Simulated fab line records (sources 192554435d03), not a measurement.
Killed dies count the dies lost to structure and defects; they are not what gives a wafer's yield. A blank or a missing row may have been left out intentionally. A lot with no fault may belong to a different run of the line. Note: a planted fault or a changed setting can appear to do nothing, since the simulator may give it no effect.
Chamber matching + flow n5Finfet + N5_BEOL_M4_STRIP_19 on rieDiel-06: 4 sister chambers
The step strips in O2. 4 wafers are shown with their chamber, then 7 later ones without.

WAFERS, EACH WITH ITS CHAMBER
| wafer  | chamber | showerheadPlenumPTorr (Torr) |
|--------|---------|------------------------------|
| L079.3 | 3       | 2.11                         |
| L079.5 | 2       | 2.08                         |
| L089.1 | 0       | 1.98                         |
| L089.2 | 1       | 2.10                         |

WAFERS WITHOUT THEIR CHAMBER
| wafer  | showerheadPlenumPTorr (Torr) |
|--------|------------------------------|
| L089.6 | 1.98                         |
| L092.3 | 2.07                         |
| L092.4 | 2.07                         |
| L092.5 | 2.10                         |
| L097.1 | 1.98                         |
| L097.4 | 2.07                         |
| L097.6 | 2.07                         |

THE CHAMBER EACH PASSED THROUGH
| wafer  | from the rows above     | in truth |
|--------|-------------------------|----------|
| L089.6 | 0                       | 0        |
| L092.3 | 2                       | 2        |
| L092.4 | 2                       | 2        |
| L092.5 | can't be placed: 1 or 3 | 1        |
| L097.1 | 0                       | 0        |
| L097.4 | 2                       | 2        |
| L097.6 | 2                       | 2        |
Placed correctly: 6 of 7. Can't be placed from these rows: 1 (the true chamber is among the candidates in 1). Number placed wrongly: 0.
How it was worked out, from the rows above alone: a wafer's distance from a chamber is the root of the sum, over the readings, of the square of ((its reading less the chamber's mean) divided by the reading's scatter). If the next closest chamber is less than 2 further off than the closest, the wafer can't be placed; otherwise it belongs to the closest. The mean given for a chamber averages the wafers shown for that chamber. The scatter: root of mean squared gap, hidden wafer to nearest shown wafer, with one shown wafer a chamber.
